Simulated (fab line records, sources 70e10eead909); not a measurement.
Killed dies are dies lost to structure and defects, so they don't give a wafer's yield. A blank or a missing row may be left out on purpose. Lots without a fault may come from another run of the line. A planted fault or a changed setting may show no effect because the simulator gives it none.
Which tool did it? | flow nand_harc | 12 lots, 36 wafers sampled, at 6 steps of a route of 1159

WHAT THE GAUGES READ, wafer by wafer
NHARC_A_M0_CD_MEAS_16. Usual: cd_nm 79.7 nm, standard deviation 0.55.
lot  | measured     | on        | cd_nm (nm)     | flag
L390 | day 18 08:52 | cd_sem-01 | 79.8 80.3 80.0 |
L393 | day 18 09:01 | cd_sem-03 | 79.8 80.1 80.4 |
L392 | day 18 14:34 | cd_sem-02 | 79.6 78.7 80.0 |
L394 | day 18 14:59 | cd_sem-02 | 81.2 80.4 80.4 |
L397 | day 19 05:59 | cd_sem-01 | 80.6 80.1 80.2 |
L398 | day 19 09:57 | cd_sem-02 | 79.3 80.6 79.9 |
L400 | day 19 21:22 | cd_sem-03 | 79.1 79.7 79.2 |
L399 | day 19 23:49 | cd_sem-02 | 79.8 80.0 79.9 |
L411 | day 21 22:06 | cd_sem-03 | 78.7 78.9 78.9 |
L409 | day 22 17:10 | cd_sem-02 | 80.4 80.1 79.7 |
L412 | day 22 17:43 | cd_sem-01 | 80.4 79.4 79.4 |
L413 | day 24 04:37 | cd_sem-03 | 79.3 80.4 80.0 |

NHARC_A_M1_CD_MEAS_09: target cd 120 nm. Usual: cd_nm 120.1 nm, standard deviation 0.43.
lot  | measured     | on        | cd_nm (nm)        | flag
L390 | day 18 12:26 | cd_sem-01 | 120.2 119.7 120.3 |
L393 | day 18 12:42 | cd_sem-03 | 120.1 120.1 120.3 |
L392 | day 18 18:02 | cd_sem-01 | 120.0 119.7 120.1 |
L394 | day 18 18:31 | cd_sem-02 | 119.8 120.1 120.1 |
L397 | day 19 09:34 | cd_sem-03 | 120.3 120.7 120.0 |
L398 | day 19 13:41 | cd_sem-02 | 119.9 119.5 119.6 |
L400 | day 20 01:05 | cd_sem-01 | 120.1 120.1 120.7 |
L399 | day 20 03:35 | cd_sem-03 | 120.2 119.7 119.8 |
L411 | day 22 01:34 | cd_sem-03 | 120.3 120.1 120.2 |
L409 | day 22 20:44 | cd_sem-01 | 121.3 121.5 121.9 | OFF
L412 | day 22 21:32 | cd_sem-01 | 119.5 119.4 119.8 |
L413 | day 24 08:11 | cd_sem-03 | 119.8 120.8 119.7 |

NHARC_A_M1_OVL_MEAS_10: pitch 240 nm. Usual: overlay_x_nm 0.1 nm, standard deviation 0.87; overlay_y_nm 0.1 nm, standard deviation 1.
lot  | measured     | on         | overlay_x_nm (nm) | overlay_y_nm (nm) | flag
L390 | day 18 12:31 | overlay-01 | 0.8 0.8 0.9       | 2.2 2.1 1.9       |
L393 | day 18 12:47 | overlay-01 | -1.1 -1.3 -1.7    | -0.2 -0.1 -0.2    |
L392 | day 18 18:08 | overlay-02 | 0.6 0.4 0.1       | -1.5 -1.8 -1.6    |
L394 | day 18 18:35 | overlay-01 | -0.3 -0.1 -0.1    | 0.0 0.3 -0.2      |
L397 | day 19 09:40 | overlay-01 | -0.1 -0.8 -1.0    | -1.0 -1.1 -0.6    |
L398 | day 19 13:47 | overlay-02 | 1.9 1.3 1.3       | 0.3 0.1 0.8       |
L400 | day 20 01:10 | overlay-02 | 0.2 -0.5 0.1      | 0.5 0.9 0.9       |
L399 | day 20 03:41 | overlay-01 | -0.2 -0.9 -0.3    | 0.5 0.5 0.2       |
L411 | day 22 01:40 | overlay-01 | 1.3 0.8 1.3       | -0.1 0.2 0.2      |
L409 | day 22 20:49 | overlay-02 | -1.3 -0.7 -0.9    | -0.7 -0.5 -1.0    |
L412 | day 22 21:37 | overlay-01 | 0.8 0.6 0.5       | -1.6 -1.3 -1.8    |
L413 | day 24 08:17 | overlay-02 | -0.3 -0.1 -0.1    | 0.4 1.0 0.6       |

NHARC_END_SORT_01. Usual: defect_limited_yield 95.3 %, standard deviation 1.6; killed_at_array 28, standard deviation 10; killed_at_other 0.6, standard deviation 0.85; killed_at_periphery 3.3, standard deviation 2.3; killed_dies 32, standard deviation 11; killed_open 3.3, standard deviation 1.5; killed_short 2.1, standard deviation 1.4; sort_bin_2_pct 1.5 %, standard deviation 0.63; sort_bin_3_pct 0.25 %, standard deviation 0.21; sort_bin_4_pct 3.0 %, standard deviation 1.1; sort_n_pass 645, standard deviation 11; sort_rim_yield_pct 97.6 %, standard deviation 1.6; sort_yield_pct 95.3 %, standard deviation 1.6.
lot  | measured     | on        | defect_limited_yield (%) | killed_at_array | killed_at_other | killed_at_periphery | killed_dies | killed_open | killed_short | sort_bin_2_pct (%) | sort_bin_3_pct (%) | sort_bin_4_pct (%) | sort_n_pass | sort_rim_yield_pct (%) | sort_yield_pct (%) | flag
L390 | day 20 03:16 | prober-01 | 97.0 98.1 97.5           | 18 12 15        | 0 0 1           | 2 1 1               | 20 13 17    | 4 3 4       | 1 0 1        | 1.2 0 0.7          | 0.30 0.15 0.15     | 1.5 1.8 1.6        | 657 664 660 | 100.0 98.1 100.0       | 97.0 98.1 97.5     |
L393 | day 20 11:05 | prober-01 | 96.0 97.3 95.9           | 26 16 25        | 0 1 2           | 1 1 1               | 27 18 28    | 1 3 1       | 4 2 4        | 0.4 1.3 1.6        | 0.30 0.30 0.30     | 3.2 1.0 2.2        | 650 659 649 | 97.2 98.1 98.1         | 96.0 97.3 95.9     |
L392 | day 20 18:53 | prober-02 | 92.2 93.1 95.0           | 43 35 28        | 1 0 0           | 9 12 6              | 53 47 34    | 5 4 1       | 2 3 3        | 2.2 2.4 1.3        | 0.30 0.44 0.30     | 5.3 4.1 3.4        | 624 630 643 | 95.3 96.2 100.0        | 92.2 93.1 95.0     |
L394 | day 20 11:06 | prober-02 | 95.9 97.2 95.7           | 23 14 29        | 1 1 0           | 4 4 0               | 28 19 29    | 2 4 3       | 2 2 2        | 1.5 0.7 1.5        | 0.15 0 0.15        | 2.5 2.1 2.7        | 649 658 648 | 98.1 98.1 98.1         | 95.9 97.2 95.7     |
L397 | day 21 01:51 | prober-02 | 94.7 93.8 93.8           | 31 37 35        | 0 0 4           | 5 5 3               | 36 42 42    | 4 6 3       | 4 0 4        | 1.2 2.1 2.5        | 0.30 0.44 0.30     | 3.8 3.7 3.4        | 641 635 635 | 95.3 94.3 96.2         | 94.7 93.8 93.8     |
L398 | day 21 03:46 | prober-01 | 96.6 95.9 96.6           | 17 26 22        | 0 0 0           | 6 2 1               | 23 28 23    | 2 2 2       | 2 1 4        | 1.2 1.5 1.2        | 0 0.30 0           | 2.2 2.4 2.2        | 654 649 654 | 100.0 99.1 99.1        | 96.6 95.9 96.6     |
L400 | day 21 14:31 | prober-01 | 97.5 97.2 97.5           | 13 10 12        | 0 2 0           | 4 7 5               | 17 19 17    | 3 2 4       | 1 3 2        | 1.2 1.2 0.7        | 0 0.15 0.15        | 1.3 1.5 1.6        | 660 658 660 | 100.0 99.1 99.1        | 97.5 97.2 97.5     |
L399 | day 21 17:23 | prober-02 | 94.5 95.1 94.8           | 34 27 30        | 0 2 0           | 3 4 5               | 37 33 35    | 3 4 6       | 2 3 3        | 1.3 1.3 1.5        | 0.74 0.15 0.30     | 3.4 3.4 3.4        | 640 644 642 | 98.1 97.2 98.1         | 94.5 95.1 94.8     |
L411 | day 23 18:14 | prober-01 | 95.9 95.4 96.3           | 24 28 22        | 0 2 0           | 4 1 3               | 28 31 25    | 2 4 1       | 1 2 1        | 2.1 0.9 1.2        | 0 0.15 0.30        | 2.1 3.5 2.2        | 649 646 652 | 99.1 98.1 100.0        | 95.9 95.4 96.3     |
L409 | day 24 12:14 | prober-02 | 94.5 92.8 92.5           | 36 47 45        | 0 0 1           | 1 2 5               | 37 49 51    | 3 4 5       | 3 2 2        | 2.4 1.9 3.2        | 0 0.30 0.15        | 3.1 5.0 4.1        | 640 628 626 | 97.2 96.2 100.0        | 94.5 92.8 92.5     |
L412 | day 24 09:02 | prober-01 | 97.6 97.9 98.2           | 14 13 11        | 0 1 0           | 2 0 1               | 16 14 12    | 4 0 2       | 0 2 2        | 0.3 0.1 0.6        | 0.15 0 0           | 1.9 1.9 1.2        | 661 663 665 | 99.1 100.0 99.1        | 97.6 97.9 98.2     |
L413 | day 25 21:08 | prober-02 | 97.5 96.5 95.6           | 17 24 28        | 0 0 0           | 0 0 2               | 17 24 30    | 4 2 7       | 0 3 2        | 1.0 1.5 2.4        | 0.15 0 0.30        | 1.3 2.1 1.8        | 660 653 647 | 96.2 94.3 97.2         | 97.5 96.5 95.6     |

WHICH TOOL RAN EACH LOT (tool, then ch and the chambers of the sampled wafers, then the start)
lot  | NHARC_A_M0_ETCH_15                            | NHARC_A_M1_EXPOSE_06
L390 | rie_diel-10 ch 0,1,3, day 18 08:52 or earlier | arfi_scanner-02 ch 0, day 18 12:17
L393 | rie_diel-08 ch 0,3, day 18 09:01 or earlier   | arfi_scanner-03 ch 0, day 18 12:34
L392 | rie_diel-08 ch 1,2, day 18 14:34 or earlier   | arfi_scanner-02 ch 0, day 18 17:54
L394 | rie_diel-10 ch 1,2,3, day 18 14:59 or earlier | arfi_scanner-02 ch 0, day 18 18:22
L397 | rie_diel-06 ch 0,1, day 19 05:59 or earlier   | arfi_scanner-02 ch 0, day 19 09:25
L398 | rie_diel-08 ch 0,2, day 19 09:57 or earlier   | arfi_scanner-03 ch 0, day 19 13:33
L400 | rie_diel-08 ch 1,2,3, day 19 21:22 or earlier | arfi_scanner-03 ch 0, day 20 00:56
L399 | rie_diel-08 ch 0,1,2, day 19 23:49 or earlier | arfi_scanner-02 ch 0, day 20 03:27
L411 | rie_diel-08 ch 0,1, day 21 22:06 or earlier   | arfi_scanner-02 ch 0, day 22 01:26
L409 | rie_diel-08 ch 0,3, day 22 17:10 or earlier   | arfi_scanner-01 ch 0, day 22 20:36
L412 | rie_diel-08 ch 0,1,2, day 22 17:43 or earlier | arfi_scanner-02 ch 0, day 22 21:23
L413 | rie_diel-06 ch 0,1,2, day 24 04:37 or earlier | arfi_scanner-02 ch 0, day 24 08:03
- NHARC_A_M0_ETCH_15: etches the open film in C4F8/Ar, target depth 150 nm, overetch 15 nm, time 82.5 s.
- NHARC_A_M1_EXPOSE_06: exposes mask A M1, target cd 120 nm.

WHAT THE TOOLS THEMSELVES READ (means of the sampled wafers that have a number; where no wafer has one, the mark that the record gives instead)
NHARC_A_M0_ETCH_15. Usual: oes_product_au 0.958 a.u., standard deviation 0.023; rf_vpp_V 440.6 V, standard deviation 2.1.
lot  | tool        | oes_product_au (a.u.) | rf_vpp_V (V) | flag
L390 | rie_diel-10 | 0.953                 | 439.9        |
L393 | rie_diel-08 | 0.964                 | 439.6        |
L392 | rie_diel-08 | 0.922                 | 441.3        |
L394 | rie_diel-10 | 0.965                 | 439.9        |
L397 | rie_diel-06 | 0.966                 | 442.3        |
L398 | rie_diel-08 | 0.975                 | 439.5        |
L400 | rie_diel-08 | 0.967                 | 442.1        |
L399 | rie_diel-08 | 0.927                 | 440.8        |
L411 | rie_diel-08 | 0.984                 | 442.1        |
L409 | rie_diel-08 | 0.963                 | 439.0        |
L412 | rie_diel-08 | 0.969                 | 440.3        |
L413 | rie_diel-06 | 0.956                 | 441.5        |

NHARC_A_M1_EXPOSE_06. Usual: exposure_dose_mJ_cm2 75.10, standard deviation 0.068.
lot  | tool            | exposure_dose_mJ_cm2 | flag
L390 | arfi_scanner-02 | 75.15                |
L393 | arfi_scanner-03 | 75.11                |
L392 | arfi_scanner-02 | 75.17                |
L394 | arfi_scanner-02 | 75.13                |
L397 | arfi_scanner-02 | 75.10                |
L398 | arfi_scanner-03 | 75.04                |
L400 | arfi_scanner-03 | 75.18                |
L399 | arfi_scanner-02 | 75.05                |
L411 | arfi_scanner-02 | 75.15                |
L409 | arfi_scanner-01 | 74.46                | OFF
L412 | arfi_scanner-02 | 75.18                |
L413 | arfi_scanner-02 | 75.12                |

THE ANSWER, worked out from the rows above alone
Rule: a lot is off if the mean of its wafers that have a number lies more than 3 standard deviations from the usual mean. A lot without any number at a reading at which 4 lots or more have one is off too. The other lots that the step has rows for count as sound. The gauges are gone through in route order, then the tools' own readings, and for those a lot's mean is taken as printed above. The first step at which some lot is off is used, and at that step the reading that is off furthest; a lot without a number counts as furthest.
Off: L409, at NHARC_A_M1_CD_MEAS_09 (cd_nm).
A tool fits if, at a process step before that reading, it ran every lot that is off, and no sound lot after the first of them. The gauges at NHARC_A_M1_CD_MEAS_09 aren't tried: what is off there is off at NHARC_A_M1_EXPOSE_06 too, on other tools, and a gauge's error can't cause that. NHARC_A_M0_ETCH_15 gives no start for some lots, so the hours and the order of its lots are those of NHARC_A_M0_CD_MEAS_16. One fits: arfi_scanner-01 at NHARC_A_M1_EXPOSE_06. It ran no sound lot before its first lot that is off in this sample, so the start can't be narrowed down.
The tool's own readings at NHARC_A_M1_EXPOSE_06 bear it out: on the lots that are off they differ by more than 5 times the standard deviation of the sound lots' means. exposure_dose_mJ_cm2 reads 74.46 there against 75.13 on the sound lots.

WHAT THE SIMULATOR HAD PUT IN
Process parameter drift: arfi_scanner-01, from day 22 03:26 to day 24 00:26, at NHARC_A_M1_EXPOSE_06. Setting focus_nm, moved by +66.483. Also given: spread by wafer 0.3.
Lots struck among those shown: L409. The rule above found the same.
